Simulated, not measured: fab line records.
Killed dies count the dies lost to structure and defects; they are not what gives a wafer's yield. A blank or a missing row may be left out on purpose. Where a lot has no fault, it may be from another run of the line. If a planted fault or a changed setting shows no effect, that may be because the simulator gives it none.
Which of the tools did it? | flow n5-finfet | 30 wafers from 10 lots sampled at 3 of the route's 1938 steps

WHAT THE GAUGES SHOWED, per wafer
N5_BEOL_M4_RC_MEAS_101.
lot  | measured     | on        | CJ_N
L654 | day 7 14:26  | prober-02 | 4.32 4.20 4.32
L660 | day 10 00:17 | prober-02 | 4.31 4.36 4.31
L661 | day 10 17:09 | prober-01 | 4.21 4.29 4.19
L663 | day 10 08:52 | prober-01 | 5.06 5.02 5.05
L664 | day 11 05:05 | prober-01 | 4.93 4.87 4.93
L665 | day 11 13:34 | prober-01 | 4.42 4.43 4.43
L666 | day 11 21:41 | prober-01 | 5.03 5.09 5.11
L672 | day 12 18:44 | prober-02 | 4.26 4.38 4.25
L673 | day 12 20:55 | prober-02 | 4.35 4.31 4.34
L676 | day 14 17:31 | prober-02 | 4.32 4.31 4.31

EACH LOT AND THE TOOL THAT RAN IT (in order: tool; ch and the chambers of the sampled wafers; start)
lot  | N5_ZERO_LAYER_PECVD_02         | N5_WELL_APT_IMPLANT_32
L654 | pecvd-02 ch 2, day 1 12:19     | implanter-01 ch 0, day 1 15:26
L660 | pecvd-02 ch 0,1,2, day 3 00:17 | implanter-02 ch 0, day 3 03:23
L661 | pecvd-01 ch 0,1,2, day 3 06:18 | implanter-01 ch 0, day 3 09:16
L663 | pecvd-01 ch 0,2, day 3 18:17   | implanter-01 ch 0, day 3 22:15
L664 | pecvd-01 ch 0,1, day 4 00:17   | implanter-01 ch 0, day 4 03:29
L665 | pecvd-01 ch 0,1,2, day 4 06:17 | implanter-02 ch 0, day 4 09:47
L666 | pecvd-04 ch 0,1,2, day 4 12:19 | implanter-01 ch 0, day 4 15:29
L672 | pecvd-04 ch 1,2, day 6 00:17   | implanter-02 ch 0, day 6 03:34
L673 | pecvd-02 ch 0,1,2, day 6 06:17 | implanter-02 ch 0, day 6 09:59
L676 | pecvd-04 ch 0,1,2, day 7 00:19 | implanter-02 ch 0, day 7 03:30
- N5_ZERO_LAYER_PECVD_02: deposits SiO2 from SiH4/N2O, target thk 10 nm, time 6 s.
- N5_WELL_APT_IMPLANT_32

THE ANSWER, worked out from the rows above alone
Rule: usual is defined by the lots themselves. Put in order of their means at a reading, lots are off if they are a third of the lots or fewer, leave a main group of 4 or more, and stand apart from it by a gap of 3 or more times the standard deviation of the main group's means; of several such gaps the widest counts. A main group is skipped when, at the precision printed for the reading in the tables above, its means are all equal. A lot without any number at a reading at which 4 lots or more have one is off too. All remaining lots with rows at the step are treated as sound.
Off: at N5_BEOL_M4_RC_MEAS_101 (CJ_N), L663, L664, L666. Main group: mean 4.32, sd 0.056.
A tool fits if, at a process step before that reading, it ran every lot that is off, and no sound lot after the first of them. Gauges at N5_BEOL_M4_RC_MEAS_101: tried the same way as those tools. One candidate fits, namely implanter-01 at N5_WELL_APT_IMPLANT_32. A fault onset in the window from L661 (day 3 09:16, its last sound lot) to L663 (day 3 22:15, its first lot off) fits.

WHAT THE SIMULATOR PUT IN
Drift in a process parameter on implanter-01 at N5_WELL_APT_IMPLANT_32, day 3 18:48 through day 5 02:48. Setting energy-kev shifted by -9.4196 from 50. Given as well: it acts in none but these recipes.
Lots struck among those shown: L663, L664, L666. The same result came from the rule above.
